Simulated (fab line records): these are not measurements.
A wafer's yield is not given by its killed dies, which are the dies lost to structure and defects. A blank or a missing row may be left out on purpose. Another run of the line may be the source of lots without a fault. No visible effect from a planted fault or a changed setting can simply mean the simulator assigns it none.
Chamber matching || flow n5Finfet || 4 sister chambers for N5_BEOL_M9_ETCH_76 on rieDiel-04
The step etches underlayer in N2/H2, target depth 6.5 nm, time 5.2 s. 4 wafers are shown with their chamber, then 12 later ones without.

== WAFERS WITH THEIR CHAMBER ==
{"wafer": "L085.1", "chamber": 3, "drypumpMotorCurrentA (A)": 5.8}
{"wafer": "L089.6", "chamber": 1, "drypumpMotorCurrentA (A)": 6.1}
{"wafer": "L088.4", "chamber": 0, "drypumpMotorCurrentA (A)": 5.6}
{"wafer": "L088.6", "chamber": 2, "drypumpMotorCurrentA (A)": 5.7}

== WAFERS WITHOUT THEIR CHAMBER ==
{"wafer": "L093.1", "drypumpMotorCurrentA (A)": 6.1}
{"wafer": "L093.3", "drypumpMotorCurrentA (A)": 5.6}
{"wafer": "L093.4", "drypumpMotorCurrentA (A)": 5.7}
{"wafer": "L091.2", "drypumpMotorCurrentA (A)": 5.7}
{"wafer": "L091.5", "drypumpMotorCurrentA (A)": 6.1}
{"wafer": "L091.6", "drypumpMotorCurrentA (A)": 5.8}
{"wafer": "L092.1", "drypumpMotorCurrentA (A)": 6.1}
{"wafer": "L092.2", "drypumpMotorCurrentA (A)": 5.8}
{"wafer": "L092.4", "drypumpMotorCurrentA (A)": 6.1}
{"wafer": "L097.1", "drypumpMotorCurrentA (A)": 5.7}
{"wafer": "L097.3", "drypumpMotorCurrentA (A)": 5.9}
{"wafer": "L097.5", "drypumpMotorCurrentA (A)": 5.7}

== CHAMBER TAKEN BY EACH ==
{"wafer": "L093.1", "from the rows above": 1, "in truth": 1}
{"wafer": "L093.3", "from the rows above": 0, "in truth": 0}
{"wafer": "L093.4", "from the rows above": 2, "in truth": 2}
{"wafer": "L091.2", "from the rows above": 2, "in truth": 2}
{"wafer": "L091.5", "from the rows above": 1, "in truth": 1}
{"wafer": "L091.6", "from the rows above": 3, "in truth": 3}
{"wafer": "L092.1", "from the rows above": 1, "in truth": 1}
{"wafer": "L092.2", "from the rows above": 3, "in truth": 3}
{"wafer": "L092.4", "from the rows above": 1, "in truth": 1}
{"wafer": "L097.1", "from the rows above": 2, "in truth": 2}
{"wafer": "L097.3", "from the rows above": 3, "in truth": 3}
{"wafer": "L097.5", "from the rows above": 2, "in truth": 2}
Placed correctly: 12 of 12. Can't be placed from these rows: 0. 0 placed wrongly.
How it was worked out, from the rows above alone: a wafer's distance from a chamber is the root of the sum, over the readings, of the square of ((its reading less the chamber's mean) divided by the reading's scatter). The wafer belongs to the nearest chamber; if the next one is less than 2 further off, it can't be placed. A chamber's mean is the mean of its shown wafers. The scatter (one wafer shown for each chamber): square how far every hidden wafer sits from the nearest shown wafer, average those squares and take the square root.
